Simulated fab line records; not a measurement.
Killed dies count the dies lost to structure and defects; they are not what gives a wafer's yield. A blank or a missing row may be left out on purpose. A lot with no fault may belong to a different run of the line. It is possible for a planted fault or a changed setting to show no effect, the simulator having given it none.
Chamber matching | flow n5 finfet | N5_HKMG_FIN_CVD_62 on thermal cvd si-02 has 3 sister chambers
The step deposits a-Si from Si2H6, target thk 3 nm, time 20.8 s. 6 wafers are shown with their chamber, then 7 later ones without.

## EACH WAFER AND ITS CHAMBER
wafer  | chamber | heater power w (W)
L300.5 | 2       | 1799
L306.4 | 2       | 1741
L306.5 | 1       | 1493
L306.6 | 0       | 1208
L308.1 | 0       | 1233
L308.5 | 1       | 1517

## WAFERS WITH NO CHAMBER GIVEN
wafer  | heater power w (W)
L308.6 | 1232
L314.2 | 1224
L314.3 | 1502
L314.6 | 1226
L316.1 | 1772
L316.3 | 1539
L316.6 | 1233

## WHICH CHAMBER EACH ONE RAN IN
wafer  | from the rows above | in truth
L308.6 | 0                   | 0
L314.2 | 0                   | 0
L314.3 | 1                   | 1
L314.6 | 0                   | 0
L316.1 | 2                   | 2
L316.3 | 1                   | 1
L316.6 | 0                   | 0
Correct placement for 7 of the 7. Number that these rows cannot place: 0. Placed wrongly: 0.
How it was worked out, from the rows above alone: a wafer's distance from a chamber is the root of the sum, over the readings, of the square of ((its reading less the chamber's mean) divided by the reading's scatter). The wafer belongs to the nearest chamber; if the next one is less than 2 further off, it can't be placed. For every chamber, the mean is computed from those of its wafers that are shown. The scatter: take each reading less its chamber's mean, square it, sum over the shown wafers, divide by the number of wafers less the number of chambers, and take the root.
